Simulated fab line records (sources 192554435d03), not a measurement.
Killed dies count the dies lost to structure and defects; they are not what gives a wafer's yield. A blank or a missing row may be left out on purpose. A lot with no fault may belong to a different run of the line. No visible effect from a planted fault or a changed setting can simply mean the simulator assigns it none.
Split-lot experiment | flow n5_finfet | 39 wafers read across 7 lots, on a route 1938 steps long

## ABOUT THE SPLIT
At N5_SD_EPI_N_DESCUM_14 (chemistry O2, time 7.9 s), the setting time_s was moved away from the recipe's 7.9 s on 12 of the 39 wafers read, by -53.5% to +37.5%. The other wafers ran this setting at the recipe's value.

Reading taken at the split's own step.

## THE READING
CAR-ArF-block_of_SD_EPI_N_COAT_03.thk_nm (the simulator's own value, which no gauge read), in nm, at N5_SD_EPI_N_DESCUM_14 (chemistry O2, time 7.9 s). The file gives no usual value for it. The 27 wafers here that ran the recipe average 143.6 nm, standard deviation 0.37 nm.

wafer  | tool, chamber at the split | time_s as run, s | against the recipe | CAR-ArF-block_of_SD_EPI_N_COAT_03.thk_nm, nm | against lot-mates on the recipe
L078.2 | rie_diel-01, 0             | 7.9              | recipe             | 143.6                                        | -
L078.3 | rie_diel-01, 3             | 7.9              | recipe             | 143                                          | -
L078.5 | rie_diel-01, 1             | 7.9              | recipe             | 143.4                                        | -
L081.1 | rie_diel-01, 1             | 4.268            | -46.0%             | 145.6                                        | +2.1
L081.2 | rie_diel-01, 0             | 4.268            | -46.0%             | 145.4                                        | +1.9
L081.3 | rie_diel-01, 3             | 4.268            | -46.0%             | 146                                          | +2.5
L081.4 | rie_diel-01, 2             | 7.9              | recipe             | 143                                          | -
L081.5 | rie_diel-01, 1             | 7.9              | recipe             | 143.8                                        | -
L081.6 | rie_diel-01, 2             | 7.9              | recipe             | 143.6                                        | -
L085.1 | rie_diel-04, 0,0,2         | 7.9              | recipe             | 143                                          | -
L085.4 | rie_diel-04, 0,0,2         | 7.9              | recipe             | 143                                          | -
L085.6 | rie_diel-04, 0,0,2         | 7.9              | recipe             | 143                                          | -
L085.2 | rie_diel-04, 1             | 7.9              | recipe             | 143.6                                        | -
L085.5 | rie_diel-04, 1             | 7.9              | recipe             | 143.6                                        | -
L085.3 | rie_diel-04, 2             | 7.9              | recipe             | 144                                          | -
L088.1 | rie_diel-04, 0             | 7.9              | recipe             | 144.4                                        | -
L088.2 | rie_diel-04, 2             | 10.86            | +37.5%             | 142.2                                        | -1.7
L088.3 | rie_diel-04, 3             | 7.9              | recipe             | 143.8                                        | -
L088.4 | rie_diel-04, 1             | 10.86            | +37.5%             | 142                                          | -1.9
L088.5 | rie_diel-04, 3             | 7.9              | recipe             | 143.4                                        | -
L088.6 | rie_diel-04, 2             | 10.86            | +37.5%             | 141.8                                        | -2.1
L089.1 | rie_diel-01, 2             | 7.9              | recipe             | 143.8                                        | -
L089.5 | rie_diel-01, 2             | 7.9              | recipe             | 143.8                                        | -
L089.2 | rie_diel-01, 0             | 3.676            | -53.5%             | 146.4                                        | +2.5
L089.3 | rie_diel-01, 1             | 3.676            | -53.5%             | 146.6                                        | +2.7
L089.4 | rie_diel-01, 3             | 3.676            | -53.5%             | 145.8                                        | +1.9
L089.6 | rie_diel-01, 1             | 7.9              | recipe             | 144.2                                        | -
L095.1 | rie_diel-05, 3,0,2,0       | 7.9              | recipe             | 143.8                                        | -
L095.3 | rie_diel-05, 3,0,2,0       | 7.9              | recipe             | 143.8                                        | -
L095.4 | rie_diel-05, 3,0,2,0       | 7.9              | recipe             | 143.8                                        | -
L095.5 | rie_diel-05, 3,0,2,0       | 7.9              | recipe             | 143.8                                        | -
L095.2 | rie_diel-05, 2,3           | 7.9              | recipe             | 143.4                                        | -
L095.6 | rie_diel-05, 2,3           | 7.9              | recipe             | 143.4                                        | -
L096.1 | rie_diel-01, 3             | 4.392            | -44.4%             | 145.8                                        | +2.3
L096.2 | rie_diel-01, 2             | 7.9              | recipe             | 143.8                                        | -
L096.3 | rie_diel-01, 1             | 7.9              | recipe             | 143.4                                        | -
L096.4 | rie_diel-01, 0             | 4.392            | -44.4%             | 146                                          | +2.5
L096.5 | rie_diel-01, 3             | 7.9              | recipe             | 143.2                                        | -
L096.6 | rie_diel-01, 0             | 4.392            | -44.4%             | 145.6                                        | +2.1
When a row names more than one chamber, that row covers several wafers, and the file does not tell which wafer ran in which chamber.

FIT RESULTS
A straight line over all 39 wafers: CAR-ArF-block_of_SD_EPI_N_COAT_03.thk_nm changes by -0.0473 nm for each +1% of time_s; r = -0.96; the points scatter about the line by 0.35 nm.
The same after taking each lot's own level away (the mean of its wafers on the recipe; 39 wafers): -0.0479 nm for each +1%; r = -0.97; scatter 0.31 nm.
According to that fit, moving time_s by its largest amount changes the reading by 2.6 nm.
The span of the lots' own levels, 143.33 to 143.93 nm, comes to 1.6 times the standard deviation stated above.
The two slopes agree, so the slope changes little with the lot-to-lot level.
Check: +2.57 nm against its lot-mates is what the line predicts for one of the wafers moved furthest among these (-53.5%) when that wafer is left out of the fit. Against them it came out at +2.47 nm.

## OTHER SPLITS ON THESE WAFERS
Note: prior to the reading, these wafers also went through further splits. Each is held against what the fit with the lots' levels taken away leaves over:
other split on the same wafers           | wafers away from the commonest value | r with CAR-ArF-block_of_SD_EPI_N_COAT_03.thk_nm (lot level and that fit taken away)
N5_PMOS_HMC_CHANNEL_EPI_DESCUM_14 time_s | 15                                   | +0.08
N5_FIN_SAQP_PECVD_48 time_s              | 18                                   | -0.13

## FILE'S OWN FIT
CAR-ArF-block_of_SD_EPI_N_COAT_03.thk_nm changes by -0.0478 nm for each +1% of time_s, r = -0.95.
